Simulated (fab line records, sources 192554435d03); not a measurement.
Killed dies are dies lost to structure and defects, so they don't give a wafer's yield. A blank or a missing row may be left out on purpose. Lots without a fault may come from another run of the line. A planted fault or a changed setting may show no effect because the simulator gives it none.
fab line records | flow n5_finfet
record lots=5 wafers=13 last_day=21
route steps=1938 shown HKMG_FIN@394 BEOL_M4@1111 PASSIVATION@1936
lots that met no fault: from a run of the same line without faults
start_h: hours from the record's first day to the start of the lot's first wafer shown | wait_h: hours since the lot's step before | " the same as in the row above | L1.1+2: a row that stands for several wafers | - no value, or no start given | * or withheld: withheld | < > ~ a bound
route shown NAME@n: a module of which the file shows steps, and the number in the route of the first | usual: mean/standard deviation of fault-free wafers | same: alike in all rows | chamber/n: place in a boat | sites: the reading at each site | _std_site: their standard deviation | _edge_site: outer sites' mean less inner sites' | radius_mm: how far each site lies from the wafer's centre | mask NAME#n: copy n | behind: the tool/chamber that last shaped the wafer | hold: why the lot was held/for how many hours/how that ended | device: the transistor (n, p or np) that didn't switch | end of line: the same wafers' tests at the end of the route | a step without rows: its recipe alone | killed: dies lost to structure and defects at the first sort, not the wafer's yield | map: a wafer's dies, x killed, . not, _ none there
set.NAME: the setting as run; set.NAME@STEP: as run at that earlier step | model.NAME: the simulator's own value behind a step, which no gauge read
lots at some steps of the route; a table a step, a row a wafer
services: from which hour (start_h, from the record's first day; less than 0 if before it) a tool's chamber was out of use, for how many hours, and why
## steps
# step N5_HKMG_FIN_SOFTBAKE_44
# recipe temp_c=110 time_s=60 resist=CAR-ArF
# step N5_HKMG_FIN_EXPOSE_46
# recipe mask_id=NDIPOLE na=1.35 source_shape=conventional sigma_outer=0.8 polarization=unpolarized dose_mj=40
# step N5_HKMG_FIN_PEB_47
# recipe peb_temp_c=withheld peb_time_s=60 resist=CAR-ArF
# step N5_HKMG_FIN_DEVELOP_48
# recipe develop_time_s=30 developer=TMAH resist=CAR-ArF rinse_liquid=diw dry=air_spin dev_temp_c=23
# step N5_HKMG_FIN_DESCUM_53
# recipe chemistry=O2 time_s=7.9 source_power_w=50 bias_power_w=20 pressure_mtorr=20 rf_frequency_hz=2.712e+07 temp_c=40 resist=CAR-ArF o2_flow_sccm=225
# step N5_HKMG_FIN_ETCH_54
# recipe chemistry=CF4 target=SiARC target_depth_a=455 mask_material=CAR-ArF time_s=75.8 ion_energy_ev=80 pressure_mtorr=40 source_w=545 bias_w=36 Ar_flow_sccm=100 cf4_flow_sccm=100 ends=cleared
# step N5_HKMG_FIN_ETCH_55
# recipe chemistry=N2/H2 target=SOC target_depth_a=2400 temp_c=40 time_s=300 ion_energy_ev=200 mask_material=SiARC pressure_mtorr=30 source_w=840 bias_w=150 n2_flow_sccm=200 h2_flow_sccm=200
# step N5_HKMG_FIN_STRIP_56
# recipe chemistry=N2/H2 temp_c=40 n2_flow_sccm=200 h2_flow_sccm=200 rf_frequency_hz=6e+07
# step N5_HKMG_FIN_STRIP_57
# recipe chemistry=CF4 resist=SiARC power_w=300 bias_power_w=75 pressure_mtorr=50 cf4_flow_sccm=150 rf_frequency_hz=6e+07
# step N5_HKMG_FIN_ETCH_58
# recipe chemistry=N2/H2 target=SOC target_depth_a=2158 ion_energy_ev=50 bias_w=13 time_s=741 pressure_mtorr=30 source_w=875 n2_flow_sccm=200 h2_flow_sccm=200
# usual drypump_motor_current_A=5.68/0.2 oes_product_au=0.77/0.074 rf_vpp_V=99.2/0.95 run_length_s=764.3/0.53 showerhead_plenum_p_Torr=2.54/0.086 throttle_valve_pct=17.86/0.22
# columns lot.wafer tool chamber start_h wait_h drypump_motor_current_A oes_product_au rf_hours_counter_h rf_vpp_V run_length_s showerhead_plenum_p_Torr throttle_valve_pct model.SOC_of_HKMG_FIN_COAT_41.thk_nm model.etch.depth_nm model.HKMG_FIN.feature_depth_nm
L872.1 rie_diel-03 1 83.11 0.0 5.77 0.84 77 98.3 765.0 2.46 17.84 82.8 215.7 215.8
L872.3 " 2 " " 5.97 0.75 139 98.9 763.9 2.65 17.75 92.2 206.2 206.2
L872.5 " 1 " " 5.77 0.84 - 98.6 764.6 2.46 17.84 82.6 216.3 216.2
L884.3 rie_diel-03 3 153.90 0.0 5.64 0.80 115 99.1 763.9 2.43 17.52 89.4 209.8 209.8
L884.4 " 2 " " 6.00 0.76 158 100.1 431.6 2.64 17.80 182.4 117.3 117.2
L887.2 rie_diel-03 0 173.61 0.0 5.53 0.72 197 100.8 431.7 2.50 17.70 180.2 120.2 120.2
L887.6 " 0 " " 5.52 0.72 - 98.7 764.0 2.50 17.69 81 218.7 218.8
L888.1 rie_diel-03 1 180.99 0.0 5.79 0.82 109 97.8 764.5 2.44 17.89 79 218.8 218.8
L888.4 " 0 " " 5.53 0.70 200 100.9 432.1 2.50 17.71 179 118.9 119
L888.6 " 0 " " 5.53 0.71 - 98.2 764.1 2.50 17.72 81 217.2 217.2
L890.1 rie_diel-04 0 196.94 0.0 5.87 0.93 20 99.2 765.0 2.48 17.68 76 223 223
L890.5 " 2 " " 5.40 0.68 - 99.8 764.6 2.63 18.02 90 210.1 210
L890.6 " 3 " " 5.24 0.73 - 99.0 764.8 2.64 18.20 90.8 208.7 208.8
# step N5_HKMG_FIN_STRIP_93
# recipe chemistry=N2/H2 material=SOC time_s=20 power_w=500 temp_c=40 pressure_mtorr=50 rf_frequency_hz=6e+07 bias_power_w=8 h2_frac=0.5 n2_flow_sccm=300 h2_flow_sccm=300
# usual drypump_motor_current_A=5.68/0.2 oes_product_au=0.77/0.075 rf_vpp_V=54.3/0.89 showerhead_plenum_p_Torr=3.36/0.11 throttle_valve_pct=19.1/0.36
# columns lot.wafer tool chamber start_h wait_h drypump_motor_current_A oes_product_au rf_hours_counter_h rf_vpp_V showerhead_plenum_p_Torr throttle_valve_pct model.SOC_of_HKMG_FIN_COAT_41.thk_nm
L872.1 rie_diel-03 1 83.54 0.2 5.77 0.85 77 52.8 3.25 18.9 72.2
L872.3 " 2 " " 5.95 0.76 140 55.5 3.49 18.8 82.2
L872.5 " 1 " " 5.78 0.84 - 53.0 3.25 18.9 72.2
L884.3 rie_diel-03 3 154.33 0.2 5.65 0.80 115 54.6 3.21 18.5 79.2
L884.4 " 2 " " 5.99 0.75 158 54.8 3.48 18.8 172.2
L887.2 rie_diel-03 0 174.03 0.2 5.54 0.72 197 55.7 3.30 18.7 169.6
L887.6 " 0 " " 5.56 0.72 - 53.2 3.30 18.7 70.6
L888.1 rie_diel-03 1 181.42 0.2 5.77 0.80 109 54.4 3.23 19.0 68.6
L888.4 " 0 " " 5.52 0.72 201 54.0 3.30 18.7 168.4
L888.6 " 0 " " 5.54 0.72 - 53.3 3.30 18.7 70.4
L890.1 rie_diel-04 0 197.36 0.2 5.87 0.93 20 53.6 3.28 18.7 65.6
L890.5 " 2 " " 5.42 0.67 - 53.6 3.47 19.5 80
L890.6 " 3 " " 5.25 0.72 - 53.9 3.49 19.5 81.2
# step N5_HKMG_FIN_WET_ETCH_76
# recipe chemistry=dNH4OH mix=1:50 temp_c=25 target=Al2O3 stop_on=La2O3 target_depth_nm=2.25 dry=ipa_marangoni rinse_time_s=30 rinse_temp_c=23
# step N5_HKMG_FIN_STRIP_60
# recipe chemistry=N2/H2 power_w=2500 temp_c=300 h2_frac=0.65 time_s=360 pressure_mtorr=withheld n2_flow_sccm=1750 h2_flow_sccm=3250
# step N5_HKMG_FIN_WET_ETCH_77
# recipe chemistry=dHCl mix=1:10000 temp_c=25 target=La2O3 stop_on=HfO2 target_depth_nm=2
# step N5_HKMG_FIN_WET_ETCH_78
# recipe chemistry=dNH4OH mix=1:50 temp_c=25 target=Al2O3 stop_on=La2O3 target_depth_nm=4.5 dry=ipa_marangoni rinse_time_s=30 rinse_temp_c=23
# step N5_HKMG_FIN_ALD_79
# recipe material=TiN target_thk_a=15 temp_c=400 ald_precursor_family=TiCl4 ald_co_reactant=NH3 pulse_time_s=1 purge_time_s=3 co_reactant_purge_time_s=2 co_reactant_pulse_time_s=2 ald_cycles=68 pressure_torr=3
# step N5_HKMG_FIN_CVD_62
# recipe material=a-Si target_thk_a=30 temp_c=500 precursor=Si2H6 pressure_torr=1 time_s=20.8
# step N5_HKMG_FIN_RTA_80
# recipe temp_c=withheld time_s=2 ambient=N2 idle_temp_c=600 ramp_up_c_per_s=150 ramp_down_c_per_s=60 cool_to_c=600
# step N5_HKMG_FIN_PRECLEAN_64
# recipe chemistry=dHF time_s=30 temp_c=25 dilution=withheld
# step N5_HKMG_FIN_WET_ETCH_65
# recipe chemistry=TMAH temp_c=70 conc_wt_pct=5 target=a-Si stop_on=TiN time_s=49 target_depth_nm=3
# step N5_HKMG_FIN_WET_ETCH_81
# recipe chemistry=SC1 target=TiN stop_on=HfO2 mix=1:1:5 temp_c=60 time_s=57 target_depth_nm=6
# step N5_HKMG_FIN_WET_ETCH_82
# recipe chemistry=dHCl mix=1:10000 temp_c=25 target=La2O3 stop_on=HfO2 target_depth_nm=2 dry=ipa_marangoni rinse_time_s=30 rinse_temp_c=23
# step N5_HKMG_FIN_ALD_36
# recipe material=TiN target_thk_a=10 temp_c=400 ald_precursor_family=TiCl4 ald_co_reactant=NH3 pulse_time_s=1 purge_time_s=3 co_reactant_purge_time_s=2 co_reactant_pulse_time_s=2 ald_cycles=47 pressure_torr=3
# step N5_HKMG_FIN_PWFM_ALD_03
# recipe material=TiN target_thk_a=20 temp_c=400 ald_precursor_family=TiCl4 ald_co_reactant=NH3 pulse_time_s=1 purge_time_s=3 co_reactant_purge_time_s=2 co_reactant_pulse_time_s=2 ald_cycles=91 pressure_torr=3
# step N5_HKMG_FIN_COAT_29
# recipe resist=SOC temp_c=250 time_s=60 spin_rpm=1500 resist_thk_nm=300
# step N5_HKMG_FIN_COAT_30
# recipe resist=SiARC temp_c=220 time_s=60 spin_rpm=1500 resist_thk_nm=35
# step N5_HKMG_FIN_COAT_06
# recipe resist=CAR-ArF spin_rpm=1500 resist_thk_nm=90
# step N5_HKMG_FIN_EBR_08
# recipe solvent=PGMEA ebr_width_mm=1.5
# step N5_HKMG_FIN_SOFTBAKE_07
# recipe temp_c=110 time_s=60 resist=CAR-ArF
# step N5_HKMG_FIN_EXPOSE_09
# recipe mask_id=NWFM na=1.35 source_shape=conventional sigma_outer=0.8 polarization=unpolarized dose_mj=39.25
# step N5_HKMG_FIN_PEB_10
# recipe peb_temp_c=withheld peb_time_s=60 resist=CAR-ArF
# step N5_HKMG_FIN_DEVELOP_11
# recipe develop_time_s=30 developer=TMAH resist=CAR-ArF dev_temp_c=23 rinse_liquid=diw dry=air_spin
# step N5_HKMG_FIN_DESCUM_17
# recipe chemistry=O2 time_s=7.9 source_power_w=50 bias_power_w=20 pressure_mtorr=20 rf_frequency_hz=2.712e+07 temp_c=40 resist=CAR-ArF o2_flow_sccm=225
# step N5_HKMG_FIN_ETCH_31
# recipe chemistry=CF4 target=SiARC target_depth_a=455 mask_material=CAR-ArF time_s=75.8 ion_energy_ev=80 pressure_mtorr=40 source_w=545 bias_w=36 Ar_flow_sccm=100 cf4_flow_sccm=100 ends=cleared
# step N5_HKMG_FIN_ETCH_32
# recipe chemistry=N2/H2 target=SOC target_depth_a=2400 temp_c=40 time_s=300 ion_energy_ev=200 mask_material=SiARC pressure_mtorr=30 source_w=840 bias_w=150 n2_flow_sccm=200 h2_flow_sccm=200
# step N5_BEOL_M4_RC_MEAS_101
# usual DIBL_N=36.1/2.3 DIBL_P=36/3.2 IOFF_N=0.16/0.045 IOFF_N_85C=3.2/0.72 IOFF_N_LIN=0.076/0.016 IOFF_N_LONG=5.56e-05/2.4e-06 IOFF_P=0.21/0.049 ION_N=674/14 ION_P=462/8.4 SS_N=71.6/0.83 SS_P=73.2/0.87 VT_N=249/3.8 VT_N_LONG=274.7/2 VT_P=-250/3.4 VT_P_LVT=-99/3
# columns lot.wafer tool chamber start_h wait_h DIBL_N[mV/V] DIBL_P[mV/V] IOFF_N[nA/um] IOFF_N_85C[nA/um] IOFF_N_LIN[nA/um] IOFF_N_LONG[nA/um] IOFF_P[nA/um] ION_N[uA/um] ION_P[uA/um] SS_N[mV/dec] SS_P[mV/dec] VT_N[mV] VT_N_LONG[mV] VT_P[mV] VT_P_LVT[mV]
L872.1 prober-01 0 266.33 0.0 35.2 32 0.13 2.7 0.062 5.75e-05 0.17 664 457 71.2 71.8 252 272.5 -253 -102
L872.3 " 0 " " 40.8 40 0.25 4.5 0.101 5.48e-05 0.30 681 466 73.4 74.0 246 276.1 -246 -95
L872.5 " 0 " " 35.6 34 0.14 2.9 0.067 5.57e-05 0.19 657 453 71.9 72.9 251 273.6 -250 -100
L884.3 prober-02 0 347.97 0.3 35.5 33 0.13 2.7 0.066 5.8e-05 0.18 664 458 71.2 72.5 253 271.1 -253 -99
L884.4 " 0 " " 34.3 30 18.32 170.2 9.242 0.010286 0.13 885 437 71.1 72.3 109 123.5 -259 -186
L887.2 prober-01 0 355.04 0.2 37.1 39 34.63 283.5 15.676 0.0094222 0.21 936 450 72.2 74.7 98 127.8 -253 -184
L887.6 " 0 " " 36.1 38 0.17 3.2 0.078 5.2e-05 0.19 683 466 72.7 73.5 247 275.9 -255 -101
L888.1 prober-02 0 355.51 0.0 32.8 31 0.12 2.4 0.063 5.89e-05 0.17 675 467 70.1 72.3 249 272.9 -251 -101
L888.4 " 0 " " 38.0 37 39.44 310.2 18.339 0.010458 0.26 969 476 71.4 73.5 94 124.4 -247 -181
L888.6 " 0 " " 34.9 34 0.16 3.0 0.078 5.91e-05 0.22 682 478 70.3 73.2 245 274.3 -246 -97
L890.1 prober-02 0 358.67 0.0 37.4 39 0.19 3.6 0.087 5.48e-05 0.23 695 472 72.0 74.2 244 277.2 -251 -97
L890.5 " 0 " " 40.1 41 0.24 4.4 0.106 5.39e-05 0.29 685 475 72.7 74.1 244 276.4 -246 -96
L890.6 " 0 " " 37.9 39 0.18 3.5 0.085 5.43e-05 0.22 685 469 72.5 73.3 247 276.5 -252 -98
# step N5_PASSIVATION_PROBE_49
# usual defect_limited_yield=90.9/1.6 killed_at_M0_to_M3=37/11 killed_at_M4_up=15/5.6 killed_at_contacts=13/6.4 killed_at_front_end=39/11 killed_at_other=4/3.1 killed_dies=107/19 killed_open=71/14 killed_short=34/7.8 sort_bin_4_leakage=0.01/0.053 sort_bin_5_function=5.3/1 sort_bin_6_memory=3.4/0.72 sort_n_pass=1072/20 sort_yield_pct=90.9/1.7
# same gross_dies=1180 killed_at_back_side=0 sort_bin_8_speed[%]=0
# columns lot.wafer tool chamber start_h wait_h defect_limited_yield[%] killed_at_M0_to_M3 killed_at_M4_up killed_at_contacts killed_at_front_end killed_at_other killed_dies killed_open killed_short sort_bin_4_leakage[%] sort_bin_5_function[%] sort_bin_6_memory[%] sort_n_pass sort_yield_pct[%]
L872.3 prober-02 - 371.00 0.1 93.7 35 13 2 23 1 74 47 20 0 3.3 2.5 1106 93.7
L884.3 prober-02 - 469.12 0.1 90.3 37 15 7 48 8 115 79 33 0 6.3 3.2 1065 90.3
L884.4 prober-02 - 469.17 0.2 89.5 32 17 9 61 5 124 91 31 89.49 6.5 3.6 0 0
L887.2 prober-01 - 473.88 0.1 91.1 30 14 6 47 8 105 61 38 91.10 5.2 3.4 0 0
L888.1 prober-02 - 491.52 0.0 90.1 24 18 18 56 1 117 69 48 0 6.3 3.4 1063 90.1
L888.4 prober-02 - 491.67 0.2 89.4 22 17 15 68 3 125 86 36 89.41 6.6 3.7 0 0
L888.6 prober-02 - 491.77 0.3 92.3 11 20 15 38 7 91 59 32 0 5.3 2.0 1089 92.3
L890.1 prober-01 - 496.17 0.0 90.3 37 13 8 51 6 115 70 42 0 5.6 3.6 1065 90.3
L890.5 prober-01 - 496.37 0.2 91.4 40 8 11 37 5 101 70 30 0 5.3 3.1 1079 91.4
L890.6 prober-01 - 496.42 0.3 89.7 60 13 7 40 2 122 65 53 0 6.9 2.9 1058 89.7
# killed by level:class
L872.3 BEOL_M3:geometric_particle:open=7 BEOL_M4:geometric_particle:open=7 BEOL_M2:geometric_particle:open=6 FIN_SAQP:geometric_particle:open=4 BEOL_M0_SAQP:geometric_particle:open=4 BEOL_M0_SAQP:geometric_particle:short=4 BEOL_M3:geometric_particle:short=4 STI_FIN_REVEAL:geometric_particle:open=3
L884.3 BEOL_M3:geometric_particle:open=14 STI_FIN_REVEAL:geometric_particle:open=12 FIN_SAQP:geometric_particle:open=9 FIN_SAQP:geometric_particle:short=8 BEOL_M4:geometric_particle:open=8 BEOL_M2:geometric_particle:open=6 BEOL_M1:geometric_particle:open=5 BEOL_M3:geometric_particle:short=5
L884.4 STI_FIN_REVEAL:geometric_particle:open=18 BEOL_M4:geometric_particle:open=9 DUMMY_GATE:geometric_particle:open=9 BEOL_M1:geometric_particle:open=9 FIN_SAQP:geometric_particle:open=7 GATE_CUT:geometric_particle:open=6 MOL_CONTACT_COAG:geometric_particle:open=6 BEOL_M3:geometric_particle:open=5
L887.2 BEOL_M3:geometric_particle:open=8 FIN_SAQP:geometric_particle:short=7 FIN_SAQP:geometric_particle:open=6 ILD0:geometric_particle:open=5 DUMMY_GATE:geometric_particle:short=4 DUMMY_GATE:geometric_particle:open=4 BEOL_M0_SAQP:geometric_particle:open=4 BEOL_M0:geometric_particle:open=4
L888.1 MOL_CONTACT_COAG:geometric_particle:open=16 FIN_SAQP:geometric_particle:short=13 STI_FIN_REVEAL:geometric_particle:open=10 FIN_SAQP:geometric_particle:open=9 BEOL_M0_SAQP:geometric_particle:short=6 BEOL_M1:geometric_particle:open=5 BEOL_M2:geometric_particle:open=5 BEOL_M4:geometric_particle:open=5
L888.4 FIN_SAQP:geometric_particle:open=19 FIN_SAQP:geometric_particle:short=18 BEOL_M4:geometric_particle:open=14 STI_FIN_REVEAL:geometric_particle:open=13 MOL_CONTACT_COAG:geometric_particle:open=12 BEOL_M0_SAQP:geometric_particle:open=6 BEOL_M3:geometric_particle:open=6 DUMMY_GATE:geometric_particle:open=5
L888.6 MOL_CONTACT_COAG:geometric_particle:open=14 BEOL_M4:geometric_particle:open=14 FIN_SAQP:geometric_particle:short=10 FIN_SAQP:geometric_particle:open=8 STI_FIN_REVEAL:geometric_particle:open=7 MIM_BOT:geometric_particle:short=4 BEOL_M2:geometric_particle:open=3 BEOL_M4:geometric_particle:short=3
L890.1 STI_FIN_REVEAL:geometric_particle:open=11 FIN_SAQP:geometric_particle:short=9 FIN_SAQP:geometric_particle:open=9 BEOL_M2:geometric_particle:short=8 BEOL_M4:geometric_particle:open=8 BEOL_M1:geometric_particle:open=6 BEOL_M2:geometric_particle:open=6 BEOL_M3:geometric_particle:open=6
L890.5 STI_FIN_REVEAL:geometric_particle:open=11 BEOL_M3:geometric_particle:open=10 BEOL_M0_SAQP:geometric_particle:short=7 BEOL_M0_SAQP:geometric_particle:open=6 BEOL_M1:geometric_particle:open=6 FIN_SAQP:geometric_particle:open=5 MOL_CONTACT_COAG:geometric_particle:open=5 MOL_CONTACT_COAG:geometric_particle:short=5
L890.6 BEOL_M0_SAQP:geometric_particle:short=13 BEOL_M3:geometric_particle:open=12 GATE_CUT:geometric_particle:short=8 BEOL_M2:geometric_particle:short=8 STI_FIN_REVEAL:geometric_particle:open=7 FIN_SAQP:geometric_particle:open=6 FIN_SAQP:geometric_particle:short=6 BEOL_M3:geometric_particle:short=6
# map L884.4 (x killed, . not)
_________________....x......x________________
______________.......x.......x.._____________
___________............x...........__________
__________...x...x..x......x........_________
________......x.....x..x.......x......_______
_______......x.........x.x..........x..______
______.............x....x..............._____
_____....x..x............................____
____.......x......x..................x..x.___
___.................x.....x.........x......__
___........................................__
__......x...........xx............xx.x.....x_
__........x....x.............x....x........._
_..........x.......x........x.xx...........x.
_............x....x.....x.......x.x..........
_.........................x.....xx.....x.....
_xx.x..x.....x......x...........x............
_.....................x...x.x..............x.
_............x...x.....x.....xx.....x.x..x.x.
_.........x...........................x...x.x
_.x.xx......x.....x..........................
__.....x........x.......x....x.............x_
__...x.......................x......x......._
___.....x........x.......................x.__
___.x..................x.........x..x......__
____...................x........x..x.....x___
_____x..........x...x.x...........x....x.____
______x.............x............xx....x_____
_______................................______
________....x.........x..........x...._______
__________x............x...x.....x.x_________
___________........................__________
______________.............x...._____________
_________________x........x..________________
# map L887.6 (x killed, . not)
_________________............________________
______________x................._____________
___________.....x..................__________
__________..x.x...........x........._________
________xx..x.......x.........x..x...._______
_______..x.x...........................______
______.....xx....x...x......x..........._____
_____.....x..x.x...................x.....____
____................x...........x....x....___
___.x..............x.........x...........x.__
___.....x.x.........x......x..x.......x....__
__.........................................._
__.................x........................_
_..x............x.......x.................x..
_.......x..............x.........x.x.........
_.........x...x.....................x.x......
_.......x...............xx......xxx..........
_................x....x.................x....
_.x.......................................x..
_...........xx.x......x.....x................
_............x...............................
__.....................xx..........x......x._
__................................x....x...._
___...x....................................__
___..x..x...x.x.........x.x.....x..........__
____....x...........................x.....___
_____..............x.x.......x...xx......____
______x..............x.................._____
_______x.............x.........x.......______
________......x......x................_______
__________.....x..........x.x......._________
___________...xx..........x..x.....__________
______________.......xx........._____________
_________________.x.xx......x________________
## services
# columns tool chamber start_h hours kind
rie_diel-03 3 73.73 36.7 repair
rie_diel-04 3 94.76 1.6 repair
rie_diel-03 2 115.16 18.1 repair
rie_diel-04 0 128.41 - clean
rie_diel-04 0 128.41 - consumable_replace:focus_ring
rie_diel-04 0 128.41 18.3 scheduled_down
rie_diel-04 0 128.41 18.3 vent_cycle
rie_diel-04 1 146.94 - clean
rie_diel-04 1 146.94 - consumable_replace:focus_ring
rie_diel-04 1 146.94 28.4 scheduled_down
rie_diel-04 1 146.94 28.4 vent_cycle
## key
first_sign step=N5_HKMG_FIN_ETCH_58 reading=run_length_s direction=down sigmas=99+ usual=* struck=*
effect step=N5_BEOL_M4_RC_MEAS_101 reading=IOFF_N_LONG direction=up sigmas=99+ usual=5.56e-05 struck=0.010055
effect step=N5_BEOL_M4_RC_MEAS_101 reading=IOFF_N_LIN direction=up sigmas=99+ usual=0.076 struck=14.419
effect step=N5_BEOL_M4_RC_MEAS_101 reading=IOFF_N direction=up sigmas=99+ usual=0.16 struck=30.80
effect step=N5_BEOL_M4_RC_MEAS_101 reading=IOFF_N_85C direction=up sigmas=99+ usual=3.2 struck=254.6
effect step=N5_BEOL_M4_RC_MEAS_101 reading=VT_N_LONG direction=down sigmas=76 usual=274.7 struck=125.3
effect step=N5_BEOL_M4_RC_MEAS_101 reading=VT_N direction=down sigmas=39 usual=249 struck=100
effect step=N5_BEOL_M4_RC_MEAS_101 reading=VT_P_LVT direction=down sigmas=28 usual=-99 struck=-184
effect step=N5_BEOL_M4_RC_MEAS_101 reading=ION_N direction=up sigmas=19 usual=674 struck=930
effect step=N5_PASSIVATION_PROBE_49 reading=sort_bin_4_leakage direction=up sigmas=99+ usual=0.01 struck=90.00
model_effect step=N5_HKMG_FIN_ETCH_58 value=SOC_of_HKMG_FIN_COAT_41.thk_nm without=83.87 struck=180.5
model_effect step=N5_HKMG_FIN_STRIP_93 value=SOC_of_HKMG_FIN_COAT_41.thk_nm without=73.6 struck=170.1
met_at N5_HKMG_FIN_ETCH_58
struck_wafers L884.4,L887.2,L888.4
onset_between 83.11 153.90
fault kind=process_parameter_drift tool=rie_diel-03 chamber=- onset_h=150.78 steps=N5_HKMG_FIN_ETCH_58 channel=time_s offset=* shape=step end_h=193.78 scope=struck_wafers_only acts_in=* stated=*
